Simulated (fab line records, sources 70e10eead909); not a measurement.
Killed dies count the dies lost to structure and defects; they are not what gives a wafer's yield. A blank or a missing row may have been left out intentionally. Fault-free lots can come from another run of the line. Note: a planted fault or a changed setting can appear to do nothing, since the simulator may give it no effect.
Matching of chambers -- flow nand_harc -- NHARC_A_M1_DEP_33 on pecvd-04: 3 sister chambers
The step deposits SiCN, target thk 30 nm. 16 wafers are shown with their chamber, then 8 later ones without.

## WAFERS, EACH WITH ITS CHAMBER
wafer,chamber,heater_power_w (W)
L074.1,0,630
L074.2,1,507
L074.6,0,641
L075.1,2,498
L075.3,1,546
L075.6,1,543
L079.2,1,573
L079.5,2,480
L079.6,1,574
L082.1,2,487
L082.2,1,489
L082.4,1,478
L087.4,0,546
L087.5,1,545
L087.6,2,462
L088.1,0,650

SIGNATURES, as means of the wafers listed above
reading,chamber 0,chamber 1,chamber 2,scatter within a chamber
heater_power_w,616.75,531.88,481.75,36
Rule: for a wafer and a chamber, the distance is found by dividing, reading by reading, the gap between the wafer's reading and the chamber's mean by the reading's scatter, squaring, summing and taking the root. If the next closest chamber is less than 2 further off than the closest, the wafer can't be placed; otherwise it belongs to the closest. How the scatter is found: for the shown wafers, subtract from each reading the mean of its chamber, square and add these, divide the total by (wafers less chambers), then take the root.

## WAFERS MISSING THEIR CHAMBER
wafer,heater_power_w (W)
L088.3,487
L088.4,657
L091.1,556
L091.2,509
L091.5,405
L094.1,656
L094.4,496
L094.6,658

## CHAMBER TAKEN BY EACH
wafer,from the rows above,in truth
L088.3,can't be placed: 2 or 1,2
L088.4,0,0
L091.1,can't be placed: 1 or 0 or 2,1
L091.2,can't be placed: 1 or 2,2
L091.5,can't be placed: 2 or 1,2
L094.1,0,0
L094.4,can't be placed: 2 or 1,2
L094.6,0,0
Correct placement for 3 of the 8. Cannot be placed on the basis of these rows: 5; the candidates contain the true chamber in 5. Number placed wrongly: 0.
